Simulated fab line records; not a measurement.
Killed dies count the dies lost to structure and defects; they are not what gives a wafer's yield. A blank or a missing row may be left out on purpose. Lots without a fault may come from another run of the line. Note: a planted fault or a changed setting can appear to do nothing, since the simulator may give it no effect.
fab line records	flow n5_finfet
[record] lots = 7	wafers = 21
route steps=1938 shown MOL_CONTACT_COAG@570 BEOL_M0_SAQP@634 BEOL_M0@715 BEOL_M2@881 BEOL_M3@936 BEOL_M4@1050
start_h: hours from the record's opening day to when the first of the lot's shown wafers began	wait_h: hours from the lot's prior step to this one	" as in the row above	L1.1+2: several wafers, shown together as one row	- no value, or no start was given	* or withheld: withheld	< > ~ a bound
route shown NAME@n: a module of which the file shows steps, and the number in the route of the first	usual: mean and standard deviation over wafers with no fault	same: alike in all rows	chamber/n: place in a boat	sites: per-site readings	_std_site: standard deviation across them	_edge_site: outer sites' mean less inner sites'	radius_mm: how far each site lies from the wafer's centre	mask NAME#n: copy n	behind: the last tool/chamber to shape the wafer	hold: reason for holding the lot/hours on hold/outcome of the hold	device: which transistor (n, p or np) failed to switch	end of line: tests run on the same wafers once the route is complete	a step with no rows: only its recipe	killed: dies that structure and defects cost at the first sort, which is not the same as the wafer's yield	map: a wafer's dies, x killed, . not, _ none there
set.NAME: the run value of the setting; set.NAME@STEP: its run value at that earlier step	model.NAME: the simulator's own value behind a step, which no gauge read
lots with deliberately changed settings; one table per step, one row per wafer
[[steps]]
[step N5_MOL_CONTACT_COAG_EXPOSE_81]
[recipe] mask_id = VG	na = 0.33	source_shape = annular	sigma_inner = 0.3	sigma_outer = 0.7	polarization = unpolarized	defocus_nm = 0	dose_mj = 59.5
lot.wafer	tool	chamber	start_h	wait_h	mask	set.dose_mj
L078.2+5	euv_scanner-01	0	123.67	-	VG#0	59.5
L078.3	"	0	"	"	VG#0	63.08
L077.1+5	euv_scanner-02	0	123.86	-	VG#0	59.5
L077.3	"	0	"	"	VG#0	60.85
L085.2+4+5	euv_scanner-01	0	165.68	-	VG#0	59.5
L086.1+4	euv_scanner-02	0	174.65	-	VG#0	59.5
L086.3	"	0	"	"	VG#0	62.33
L089.2+3+5	euv_scanner-02	0	185.56	-	VG#0	59.5
L091.2	euv_scanner-01	0	199.85	-	VG#0	59.5
L091.4+5	"	0	"	"	VG#0	62.2
L095.1+3	euv_scanner-01	0	225.69	-	VG#0	63.66
L095.6	"	0	"	"	VG#0	59.5
[step N5_MOL_CONTACT_COAG_PEB_82]
[recipe] peb_temp_c = 100	peb_time_s = 60	resist = CAR-EUV
[step N5_MOL_CONTACT_COAG_DEVELOP_83]
[recipe] develop_time_s = 30	developer = TMAH	resist = CAR-EUV	rinse_liquid = surfactant_rinse	dry = air_spin	dev_temp_c = 23
[step N5_MOL_CONTACT_COAG_CD_MEAS_84]
[recipe] target_cd_nm = 25.1	landing_energy_ev = 500	detector = se_inlens	polarity = opening
[usual] cd_nm = 25.12/0.28
lot.wafer	tool	chamber	start_h	wait_h	set.dose_mj@MOL_CONTACT_COAG_EXPOSE_81	cd_nm
L078.2	cd_sem-01	0	123.80	-	59.5	25.60
L078.3	"	0	"	"	63.08	26.24
L078.5	"	0	"	"	59.5	25.18
L077.1	cd_sem-03	0	124.00	-	59.5	24.92
L077.3	"	0	"	"	60.85	25.38
L077.5	"	0	"	"	59.5	24.61
L085.2	cd_sem-01	0	165.82	-	59.5	25.25
L085.4	"	0	"	"	59.5	24.99
L085.5	"	0	"	"	59.5	24.84
L086.1	cd_sem-03	0	174.79	-	59.5	25.60
L086.3	"	0	"	"	62.33	26.00
L086.4	"	0	"	"	59.5	24.90
L089.2	cd_sem-01	0	185.69	-	59.5	25.07
L089.3	"	0	"	"	59.5	25.33
L089.5	"	0	"	"	59.5	24.59
L091.2	cd_sem-02	0	199.99	-	59.5	25.19
L091.4	"	0	"	"	62.2	26.18
L091.5	"	0	"	"	62.2	25.97
L095.1	cd_sem-02	0	225.84	-	63.66	26.21
L095.3	"	0	"	"	63.66	26.53
L095.6	"	0	"	"	59.5	24.78
[step N5_MOL_CONTACT_COAG_ALD_131]
[recipe] material = SiO2	target_thk_a = 50	temp_c = 100	ald_precursor_family = BDEAS	ald_co_reactant = O2-plasma	pulse_time_s = 1	co_reactant_pulse_time_s = 1	purge_time_s = 2	co_reactant_purge_time_s = 2	ald_cycles = 35	pressure_torr = 2
[step N5_MOL_CONTACT_COAG_ETCHBACK_132]
[recipe] chemistry = CHF3	target = SiO2	target_depth_a = 100	time_s = 6.7	ion_energy_ev = 200	pressure_mtorr = 30	source_w = 610	bias_w = 170	Ar_flow_sccm = 200	CHF3_flow_sccm = 50
[step N5_MOL_CONTACT_COAG_ETCH_91]
[recipe] chemistry = N2/H2	target = SOC	target_depth_a = 600	overetch_a = 210	mask_material = SiARC	temp_c = 40	time_s = 101.2	ion_energy_ev = 200	pressure_mtorr = 30	source_w = 840	bias_w = 150	n2_flow_sccm = 200	h2_flow_sccm = 200
lot.wafer	tool	chamber	start_h	wait_h	set.spin_rpm@MOL_CONTACT_COAG_COAT_75	model.etch.depth_nm
L078.2	rie_diel-06	1	124.36	0.0	1500	60.34
L078.3	"	0	"	"	1361	63.32
L078.5	"	2	"	"	1500	60.25
L077.1	rie_diel-02	1	125.02	0.0	1374	62.71
L077.3	"	2	"	"	1500	60.11
L077.5	"	2	"	"	1374	62.65
L085.2	rie_diel-04	2	167.11	0.0	1500	60.03
L085.4	"	3	"	"	1500	60.34
L085.5	"	2	"	"	1361	63.17
L086.1	rie_diel-02	0	176.17	0.0	1500	59.82
L086.3	"	2	"	"	1500	59.95
L086.4	"	3	"	"	1500	59.87
L089.2	rie_diel-06	0	186.44	0.0	1500	60.02
L089.3	"	2	"	"	1500	59.96
L089.5	"	1	"	"	1500	60.06
L091.2	rie_diel-04	2	200.72	0.0	1435	61.3
L091.4	"	0	"	"	1500	59.87
L091.5	"	1	"	"	1435	61.18
L095.1	rie_diel-06	1	226.34	0.0	1399	62.34
L095.3	"	3	"	"	1399	62.43
L095.6	"	2	"	"	1500	60.25
[step N5_MOL_CONTACT_COAG_STRIP_92]
[recipe] chemistry = N2/H2	temp_c = 40	n2_flow_sccm = 200	h2_flow_sccm = 200	rf_frequency_hz = 6e+07
[step N5_MOL_CONTACT_COAG_STRIP_93]
[recipe] chemistry = N2/H2	temp_c = 40	n2_flow_sccm = 200	h2_flow_sccm = 200	rf_frequency_hz = 6e+07
[step N5_MOL_CONTACT_COAG_ETCHBACK_135]
[recipe] chemistry = CHF3	target = SiO2	target_depth_a = 250	time_s = 16.7	ion_energy_ev = 200	pressure_mtorr = 30	source_w = 610	bias_w = 170	Ar_flow_sccm = 200	CHF3_flow_sccm = 50
lot.wafer	tool	chamber	start_h	wait_h	set.spin_rpm@MOL_CONTACT_COAG_COAT_75	model.SOC_of_MOL_CONTACT_COAG_COAT_75.thk_nm
L078.2	rie_diel-06	1	124.45	0.0	1500	57.8
L078.3	"	0	"	"	1361	60.8
L078.5	"	2	"	"	1500	57.6
L077.1	rie_diel-02	1	125.11	0.0	1374	60.2
L077.3	"	2	"	"	1500	57.4
L077.5	"	2	"	"	1374	60
L085.2	rie_diel-04	2	167.20	0.0	1500	57.4
L085.4	"	3	"	"	1500	57.6
L085.5	"	2	"	"	1361	60.6
L086.1+3+4	rie_diel-02	0,2,3	176.26	0.0	1500	57.2
L089.2+3	rie_diel-06	0,2	186.53	0.0	1500	57.4
L089.5	"	1	"	"	1500	57.6
L091.2+5	rie_diel-04	2,1	200.81	0.0	1435	58.6
L091.4	"	0	"	"	1500	57.2
L095.1+3	rie_diel-06	1,3	226.43	0.0	1399	59.8
L095.6	"	2	"	"	1500	57.6
[step N5_MOL_CONTACT_COAG_STRIP_118]
[recipe] chemistry = CHF3	resist = SiARC	rf_frequency_hz = 6e+07
[step N5_MOL_CONTACT_COAG_VIA_ETCH_46]
[recipe] chemistry = C4F6/O2	target_depth_a = 460	overetch_a = 92	mask_material = SOC	target = SiO2	bias_w = 455	pressure_mtorr = 10	time_s = 40	source_w = 325	Ar_flow_sccm = 300	C4F6_flow_sccm = 10	O2_flow_sccm = 10	ion_energy_ev = 575.3	ends = end_point
lot.wafer	tool	chamber	start_h	wait_h	set.spin_rpm@MOL_CONTACT_COAG_COAT_75	model.SOC_of_MOL_CONTACT_COAG_COAT_75.thk_nm
L078.2	rie_diel-06	1	124.48	0.0	1500	51.2
L078.3	"	0	"	"	1361	54.4
L078.5	"	2	"	"	1500	51
L077.1	rie_diel-02	1	125.14	0.0	1374	53.6
L077.3	"	2	"	"	1500	50.8
L077.5	"	2	"	"	1374	53.2
L085.2	rie_diel-04	2	167.24	0.0	1500	51
L085.4	"	3	"	"	1500	50.8
L085.5	"	2	"	"	1361	54.2
L086.1+3	rie_diel-02	0,2	176.30	0.0	1500	50.6
L086.4	"	3	"	"	1500	50.8
L089.2	rie_diel-06	0	186.56	0.0	1500	51.2
L089.3	"	2	"	"	1500	50.8
L089.5	"	1	"	"	1500	51
L091.2	rie_diel-04	2	200.85	0.0	1435	52
L091.4	"	0	"	"	1500	50.8
L091.5	"	1	"	"	1435	51.8
L095.1	rie_diel-06	1	226.47	0.0	1399	53.6
L095.3	"	3	"	"	1399	53.2
L095.6	"	2	"	"	1500	51.2
[step N5_MOL_CONTACT_COAG_CVD_140]
[recipe] material = W	target_thk_a = 665	mode = selective_fill	temp_c = 300	time_s = 215
lot.wafer	tool	chamber	start_h	wait_h	set.target_thk_a	model.W_of_MOL_CONTACT_COAG_CVD_140.thk_nm
L078.2	cvd_w-01	1	126.49	0.1	665	68
L078.3	"	1	"	"	665	67.8
L078.5	"	0	"	"	579.2	58.8
L077.1	cvd_w-02	1	126.91	0.1	665	67.8
L077.3	"	0	"	"	704.1	70.2
L077.5	"	0	"	"	704.1	69.8
L085.2	cvd_w-02	1	169.09	0.1	722.4	70.8
L085.4	"	1	"	"	722.4	71.8
L085.5	"	1	"	"	722.4	71
L086.1	cvd_w-02	0	178.57	0.1	665	65.8
L086.3	"	0	"	"	595.2	58
L086.4	"	1	"	"	665	64.8
L089.2	cvd_w-02	0	188.33	0.1	665	63.8
L089.3	"	1	"	"	665	65
L089.5	"	1	"	"	665	64.4
L091.2	cvd_w-01	1	202.64	0.1	628.2	64.2
L091.4	"	0	"	"	628.2	62.8
L091.5	"	1	"	"	665	68
L095.1	cvd_w-02	1	228.55	0.1	665	65.6
L095.3	"	0	"	"	693.1	68.2
L095.6	"	0	"	"	665	66.2
[step N5_BEOL_M0_SAQP_HM_DEP_02]
[recipe] material = TiN	target_thk_a = 120	temp_c = 25	chamber_pressure_pa = 0.49996
lot.wafer	tool	chamber	start_h	wait_h	set.target_thk_a	model.TiN_of_BEOL_M0_SAQP_HM_DEP_02.thk_nm
L078.2	pvd_sputter-01	-	131.40	0.9	104.7	10.8
L078.3	"	-	"	"	120	12
L078.5	"	-	"	"	120	12.2
L077.1+5	pvd_sputter-01	-	134.85	1.3	120	11.8
L077.3	"	-	"	"	120	12
L085.2+4+5	pvd_sputter-01	-	174.31	1.2	120	11.8
L086.1	pvd_sputter-01	-	185.24	2.6	110.8	11.4
L086.3	"	-	"	"	110.8	11.2
L086.4	"	-	"	"	120	12
L089.2	pvd_sputter-02	-	194.03	0.3	120	12.4
L089.3	"	-	"	"	120	12.6
L089.5	"	-	"	"	120	12.2
L091.2	pvd_sputter-01	-	207.38	0.6	120	12
L091.4	"	-	"	"	125.4	12.4
L091.5	"	-	"	"	120	12.2
L095.1+6	pvd_sputter-01	-	234.94	1.0	104.5	10.6
L095.3	"	-	"	"	104.5	10.4
[step N5_BEOL_M0_SAQP_ETCH_88]
[recipe] chemistry = N2/H2	target = underlayer	target_depth_a = 65	time_s = 5.2	ion_energy_ev = 200	mask_material = CAR-EUV	pressure_mtorr = 30	source_w = 840	bias_w = 150	n2_flow_sccm = 200	h2_flow_sccm = 200	ends = cleared
[usual] rf_vpp_V = 524.1/2.2
lot.wafer	tool	chamber	start_h	wait_h	set.source_w	rf_vpp_V
L078.2	rie_diel-01	1	137.16	0.0	840	521.4
L078.3	"	3	"	"	840	523.6
L078.5	"	1	"	"	840	521.0
L077.1	rie_diel-03	3	142.94	0.0	840	528.5
L077.3	"	0	"	"	840	524.1
L077.5	"	3	"	"	840	529.7
L085.2	rie_diel-05	3	180.22	0.0	840	524.2
L085.4	"	1	"	"	840	525.9
L085.5	"	1	"	"	840	528.1
L086.1	rie_diel-03	2	191.44	0.0	967.7	501.4
L086.3	"	1	"	"	840	525.4
L086.4	"	0	"	"	840	525.5
L089.2	rie_diel-05	2	201.59	0.0	840	523.1
L089.3	"	1	"	"	840	525.2
L089.5	"	2	"	"	840	522.8
L091.2	rie_diel-03	2	212.79	0.0	840	525.2
L091.4	"	3	"	"	739.4	549.7
L091.5	"	1	"	"	739.4	546.2
L095.1	rie_diel-01	3	240.24	0.0	840	523.3
L095.3	"	2	"	"	930.5	504.4
L095.6	"	3	"	"	930.5	506.1
[step N5_BEOL_M0_ETCH_138]
[recipe] chemistry = CH3F/O2	target_depth_a = 120	target = SiCN	time_s = 31.6	ion_energy_ev = 120	pressure_mtorr = 30	source_w = 395	bias_w = 75	Ar_flow_sccm = 150	CH3F_flow_sccm = 30	O2_flow_sccm = 20	ends = cleared
[usual] rf_vpp_V = 297.2/1.7
lot.wafer	tool	chamber	start_h	wait_h	set.source_w	rf_vpp_V
L078.2	rie_diel-04	0	140.08	0.0	395	300.5
L078.3	"	2	"	"	395	300.4
L078.5	"	1	"	"	395	297.7
L077.1	rie_diel-06	0	144.38	0.0	395	298.3
L077.3	"	1	"	"	324.6	314.2
L077.5	"	2	"	"	395	297.6
L085.2	rie_diel-06	0	182.27	0.0	359	307.7
L085.4	"	1	"	"	359	304.8
L085.5	"	2	"	"	395	295.6
L086.1	rie_diel-02	3	193.13	0.0	455.9	282.1
L086.3	"	1	"	"	395	298.1
L086.4	"	0	"	"	455.9	282.2
L089.2	rie_diel-06	3	203.22	0.0	395	299.2
L089.3	"	1	"	"	395	296.9
L089.5	"	0	"	"	395	297.4
L091.2	rie_diel-02	1	214.35	0.0	427.6	289.6
L091.4	"	3	"	"	427.6	289.0
L091.5	"	1	"	"	395	298.5
L095.1	rie_diel-02	1	241.67	0.0	337.8	313.6
L095.3	"	2	"	"	395	298.3
L095.6	"	1	"	"	337.8	314.1
[step N5_BEOL_M0_ETCH_128]
[recipe] chemistry = CF4/N2	target_depth_a = 120	overetch_a = 51	target = SiCN	time_s = 21.4	ion_energy_ev = 150	pressure_mtorr = 40	source_w = 430	bias_w = 70	Ar_flow_sccm = 100	cf4_flow_sccm = 60	n2_flow_sccm = 60
[usual] rf_vpp_V = 382.8/2.2
lot.wafer	tool	chamber	start_h	wait_h	set.source_w	rf_vpp_V
L078.2	rie_diel-04	2	142.32	0.2	430	384.8
L078.3	"	3	"	"	430	380.3
L078.5	"	0	"	"	460.4	377.0
L077.1	rie_diel-02	3	148.03	0.6	485.3	367.0
L077.3	"	0	"	"	485.3	364.7
L077.5	"	3	"	"	430	382.0
L085.2	rie_diel-04	2	187.28	0.0	430	384.2
L085.4	"	2	"	"	503.6	364.8
L085.5	"	3	"	"	430	378.6
L086.1	rie_diel-06	3	193.61	0.0	430	385.5
L086.3	"	0	"	"	430	382.4
L086.4	"	0	"	"	430	383.0
L089.2	rie_diel-02	0	204.08	0.2	430	379.9
L089.3	"	2	"	"	430	380.8
L089.5	"	3	"	"	430	381.8
L091.2	rie_diel-02	0	215.92	0.0	365.5	401.3
L091.4	"	0	"	"	430	379.4
L091.5	"	1	"	"	365.5	403.2
L095.1	rie_diel-04	1	244.45	0.1	430	382.7
L095.3	"	3	"	"	430	386.3
L095.6	"	2	"	"	430	384.1
[step N5_BEOL_M2_ETCH_69]
[recipe] chemistry = CF4	target = SiARC	target_depth_a = 156	mask_material = CAR-EUV	time_s = 26	ion_energy_ev = 80	pressure_mtorr = 40	source_w = 545	bias_w = 36	Ar_flow_sccm = 100	cf4_flow_sccm = 100	ends = cleared
[usual] rf_vpp_V = 184.1/1.2
lot.wafer	tool	chamber	start_h	wait_h	set.bias_w	rf_vpp_V
L078.2	rie_diel-06	1	163.39	0.0	36	183.2
L078.3	"	2	"	"	39.26	192.9
L078.5	"	1	"	"	39.26	194.3
L077.1	rie_diel-06	1	173.82	0.0	36	183.6
L077.3	"	0	"	"	36	184.1
L077.5	"	2	"	"	41.41	201.0
L085.2	rie_diel-04	3	208.88	0.0	32.38	174.0
L085.4	"	1	"	"	36	183.2
L085.5	"	3	"	"	36	186.9
L086.1	rie_diel-06	0	212.06	0.0	30.53	167.5
L086.3	"	3	"	"	30.53	165.8
L086.4	"	2	"	"	36	182.3
L089.2	rie_diel-04	3	237.15	0.0	36	186.1
L089.3	"	2	"	"	36	184.7
L089.5	"	3	"	"	36	185.1
L091.2	rie_diel-02	1	240.97	0.0	36	184.4
L091.4	"	2	"	"	40.2	196.5
L091.5	"	0	"	"	36	183.0
L095.1	rie_diel-02	2	262.71	0.0	36	185.1
L095.3	"	1	"	"	36	185.5
L095.6	"	0	"	"	36	183.1
[step N5_BEOL_M3_COAT_62]
[recipe] resist = SiARC	temp_c = 220	time_s = 60	spin_rpm = 1500	resist_thk_nm = 12
lot.wafer	tool	chamber	start_h	wait_h	set.spin_rpm	model.SiARC_of_BEOL_M3_COAT_62.thk_nm
L078.2+5	litho_track-04	0	-	-	1500	12
L078.3	"	0	"	"	1396	12.4
L077.1+5	litho_track-05	0	-	-	1395	12.4
L077.3	"	0	"	"	1500	12
L085.2	litho_track-05	0	-	-	1585	11.6
L085.4	"	0	"	"	1500	12
L085.5	"	0	"	"	1585	11.8
L086.1+4	litho_track-03	0	-	-	1500	12
L086.3	"	0	"	"	1571	11.8
L091.2+4	litho_track-03	0	-	-	1618	11.6
L091.5	"	0	"	"	1500	12
L089.2+3+5	litho_track-03	0	-	-	1500	12
L095.1+3+6	litho_track-04	0	-	-	1500	12
[step N5_BEOL_M3_COAT_73]
[recipe] resist = underlayer	temp_c = 205	time_s = 60	spin_rpm = 1500	resist_thk_nm = 5
[step N5_BEOL_M3_COAT_05]
[recipe] resist = CAR-EUV	spin_rpm = 1500	resist_thk_nm = 30
[step N5_BEOL_M3_DESCUM_16]
[recipe] chemistry = O2	time_s = 7	source_power_w = 50	bias_power_w = 20	pressure_mtorr = 20	rf_frequency_hz = 2.712e+07	temp_c = 40	resist = CAR-EUV	o2_flow_sccm = 225
[step N5_BEOL_M3_ETCH_74]
[recipe] chemistry = N2/H2	target = underlayer	target_depth_a = 65	mask_material = CAR-EUV	time_s = 5.2	ion_energy_ev = 200	pressure_mtorr = 30	source_w = 840	bias_w = 150	n2_flow_sccm = 200	h2_flow_sccm = 200	ends = cleared
[step N5_BEOL_M3_ETCH_63]
[recipe] chemistry = CF4	target = SiARC	target_depth_a = 156	mask_material = CAR-EUV	time_s = 26	ion_energy_ev = 80	pressure_mtorr = 40	source_w = 545	bias_w = 36	Ar_flow_sccm = 100	cf4_flow_sccm = 100	ends = cleared
lot.wafer	tool	chamber	start_h	wait_h	set.spin_rpm@BEOL_M3_COAT_62	model.etch.depth_nm
L078.2	rie_diel-05	2	178.39	0.0	1500	12
L078.3	"	1	"	"	1396	12.49
L078.5	"	3	"	"	1500	11.96
L077.1	rie_diel-01	3	185.73	0.0	1395	12.5
L077.3	"	1	"	"	1500	12.01
L077.5	"	1	"	"	1395	12.47
L085.2	rie_diel-03	0	222.61	0.0	1585	11.66
L085.4	"	1	"	"	1500	12.02
L085.5	"	3	"	"	1585	11.74
L086.1	rie_diel-05	3	228.40	0.0	1500	11.97
L086.3	"	0	"	"	1571	11.74
L086.4	"	3	"	"	1500	11.99
L091.2	rie_diel-01	2	251.06	0.0	1618	11.57
L091.4	"	0	"	"	1618	11.55
L091.5	"	0	"	"	1500	11.95
L089.2+3	rie_diel-01	0,1	251.29	0.0	1500	12.04
L089.5	"	2	"	"	1500	12.02
L095.1	rie_diel-05	2	273.26	0.0	1500	12.04
L095.3	"	1	"	"	1500	12.03
L095.6	"	0	"	"	1500	12.01
[step N5_BEOL_M4_COAT_22]
[recipe] resist = CAR-EUV	spin_rpm = 1500	resist_thk_nm = 30
lot.wafer	tool	chamber	start_h	wait_h	set.spin_rpm	model.CAR-EUV_of_BEOL_M4_COAT_22.thk_nm
L078.2+3+5	litho_track-01	0	-	-	1500	30
L077.1+3+5	litho_track-03	0	-	-	1500	30
L085.2+4	litho_track-02	0	-	-	1549	29.4
L085.5	"	0	"	"	1500	30
L086.1	litho_track-02	0	-	-	1406	31
L086.3+4	"	0	"	"	1500	30
L091.2	litho_track-03	0	-	-	1360	31.4
L091.4	"	0	"	"	1500	30
L091.5	"	0	"	"	1500	29.8
L089.2+3+5	litho_track-03	0	-	-	1500	30
L095.1+3+6	litho_track-02	0	-	-	1500	30
[step N5_BEOL_M4_EXPOSE_25]
[recipe] mask_id = V3	na = 0.33	source_shape = quasar	sigma_inner = 0.2	sigma_outer = 0.8	polarization = unpolarized	defocus_nm = 5	dose_mj = 63
lot.wafer	tool	chamber	start_h	wait_h	mask	set.dose_mj
L078.2	euv_scanner-01	0	197.36	-	V3#0	64.97
L078.3+5	"	0	"	"	V3#0	63
L077.1	euv_scanner-01	0	200.98	-	V3#0	63
L077.3+5	"	0	"	"	V3#0	64.56
L085.2	euv_scanner-02	0	236.16	-	V3#0	63
L085.4+5	"	0	"	"	V3#0	59.31
L086.1+3+4	euv_scanner-02	0	245.36	-	V3#0	63
L091.2+5	euv_scanner-02	0	262.47	-	V3#0	63
L091.4	"	0	"	"	V3#0	65.46
L089.2+3+5	euv_scanner-02	0	264.17	-	V3#0	63
L095.1+6	euv_scanner-01	0	297.51	-	V3#0	63
L095.3	"	0	"	"	V3#0	60.82
[step N5_BEOL_M4_PEB_26]
[recipe] peb_temp_c = 100	peb_time_s = 60	resist = CAR-EUV
[step N5_BEOL_M4_DEVELOP_27]
[recipe] develop_time_s = 30	developer = TMAH	resist = CAR-EUV	rinse_liquid = surfactant_rinse	dry = air_spin	dev_temp_c = 23
[step N5_BEOL_M4_DESCUM_33]
[recipe] chemistry = O2	time_s = 7	source_power_w = 50	bias_power_w = 20	pressure_mtorr = 20	rf_frequency_hz = 2.712e+07	temp_c = 40	resist = CAR-EUV	o2_flow_sccm = 225
lot.wafer	tool	chamber	start_h	wait_h	set.spin_rpm@BEOL_M4_COAT_22	model.CAR-EUV_of_BEOL_M4_COAT_22.thk_nm
L078.2+3	rie_diel-04	2,0	197.62	0.0	1500	26
L078.5	"	0	"	"	1500	26.2
L077.1+5	rie_diel-04	0,2	201.31	0.1	1500	26
L077.3	"	1	"	"	1500	26.2
L085.2	rie_diel-02	0	236.42	0.0	1549	25.4
L085.4	"	2	"	"	1549	25.6
L085.5	"	0	"	"	1500	26
L086.1	rie_diel-02	1	245.65	0.0	1406	27
L086.3+4	"	2,0	"	"	1500	26
L091.2	rie_diel-06	2	262.73	0.0	1360	27.4
L091.4+5	"	0,3	"	"	1500	26
L089.2+5	rie_diel-04	3	264.57	0.0	1500	26
L089.3	"	1	"	"	1500	26.2
L095.1+6	rie_diel-06	3	298.15	0.4	1500	26
L095.3	"	1	"	"	1500	26.2
[[key]]
[split] step = N5_MOL_CONTACT_COAG_EXPOSE_81	setting = dose_mj	stated = 59.5	by = wafer
[response] step = N5_MOL_CONTACT_COAG_CD_MEAS_84	reading = cd_nm	change = +0.189	per = 1%	r = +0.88
[split] step = N5_MOL_CONTACT_COAG_CVD_140	setting = target_thk_a	stated = 665	by = wafer
[response] step = N5_MOL_CONTACT_COAG_CVD_140	reading = model.W_of_MOL_CONTACT_COAG_CVD_140.thk_nm	change = +0.672	per = 1%	r = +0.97
[split] step = N5_BEOL_M0_SAQP_HM_DEP_02	setting = target_thk_a	stated = 120	by = wafer
[response] step = N5_BEOL_M0_SAQP_HM_DEP_02	reading = model.TiN_of_BEOL_M0_SAQP_HM_DEP_02.thk_nm	change = +0.0964	per = 1%	r = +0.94
[split] step = N5_BEOL_M0_SAQP_ETCH_88	setting = source_w	stated = 840	by = wafer
[response] step = N5_BEOL_M0_SAQP_ETCH_88	reading = rf_vpp_V	change = -1.7	per = 1%	r = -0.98
[split] step = N5_BEOL_M0_ETCH_138	setting = source_w	stated = 395	by = wafer
[response] step = N5_BEOL_M0_ETCH_138	reading = rf_vpp_V	change = -1.02	per = 1%	r = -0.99
[split] step = N5_BEOL_M0_ETCH_128	setting = source_w	stated = 430	by = wafer
[response] step = N5_BEOL_M0_ETCH_128	reading = rf_vpp_V	change = -1.19	per = 1%	r = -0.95
[split] step = N5_BEOL_M2_ETCH_69	setting = bias_w	stated = 36	by = wafer
[response] step = N5_BEOL_M2_ETCH_69	reading = rf_vpp_V	change = +1.1	per = 1%	r = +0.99
[split] step = N5_BEOL_M3_COAT_62	setting = spin_rpm	stated = 1500	by = wafer
[response] step = N5_BEOL_M3_COAT_62	reading = model.SiARC_of_BEOL_M3_COAT_62.thk_nm	change = -0.0532	per = 1%	r = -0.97
[response] step = N5_BEOL_M3_ETCH_63	reading = model.etch.depth_nm	change = -0.0599	per = 1%	r = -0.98
[split] step = N5_BEOL_M4_COAT_22	setting = spin_rpm	stated = 1500	by = wafer
[response] step = N5_BEOL_M4_COAT_22	reading = model.CAR-EUV_of_BEOL_M4_COAT_22.thk_nm	change = -0.162	per = 1%	r = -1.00
[response] step = N5_BEOL_M4_DESCUM_33	reading = model.CAR-EUV_of_BEOL_M4_COAT_22.thk_nm	change = -0.153	per = 1%	r = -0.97
[split] step = N5_BEOL_M4_EXPOSE_25	setting = dose_mj	stated = 63	by = wafer
response none clear
split outside_this_file step=N5_MOL_CONTACT_COAG_COAT_75 setting=spin_rpm
// split outside_this_file: this setting was split too, and the file shows its column; the key of that split is in another file
